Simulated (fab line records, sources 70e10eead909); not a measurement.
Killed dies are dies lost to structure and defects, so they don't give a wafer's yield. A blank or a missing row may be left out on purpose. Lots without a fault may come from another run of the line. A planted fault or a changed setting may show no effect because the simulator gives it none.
Chamber matching | flow nand_harc | NHARC_A_CONTACT_DEP_85 on pecvd-02: 3 sister chambers
The step deposits SiON, target thk 60 nm. 3 wafers are shown with their chamber, then 10 later ones without.

WAFERS WITH THEIR CHAMBER
wafer  | chamber | heater_power_w (W)
L088.6 | 2       | 681
L089.3 | 0       | 856
L089.4 | 1       | 627

WAFERS WITHOUT THEIR CHAMBER
wafer  | heater_power_w (W)
L089.6 | 860
L090.2 | 655
L090.4 | 756
L090.5 | 665
L093.1 | 647
L093.3 | 648
L093.4 | 839
L095.4 | 636
L095.5 | 665
L095.6 | 762

WHICH CHAMBER EACH WENT THROUGH
wafer  | from the rows above          | in truth
L089.6 | 0                            | 0
L090.2 | can't be placed: 2 or 1      | 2
L090.4 | can't be placed: 2 or 0 or 1 | 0
L090.5 | can't be placed: 2 or 1      | 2
L093.1 | can't be placed: 1 or 2      | 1
L093.3 | can't be placed: 1 or 2      | 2
L093.4 | 0                            | 0
L095.4 | can't be placed: 1 or 2      | 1
L095.5 | can't be placed: 2 or 1      | 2
L095.6 | can't be placed: 2 or 0 or 1 | 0
Placed correctly: 2 of 10. Can't be placed from these rows: 8 (the true chamber is among the candidates in 8). Placed wrongly: 0.
How it was worked out, from the rows above alone: a wafer's distance from a chamber is the root of the sum, over the readings, of the square of ((its reading less the chamber's mean) divided by the reading's scatter). The wafer belongs to the nearest chamber; if the next one is less than 2 further off, it can't be placed. A chamber's mean is the mean of its shown wafers. The scatter: with one shown wafer a chamber, the root of the mean of the squares of how far each hidden wafer lies from its nearest shown one.
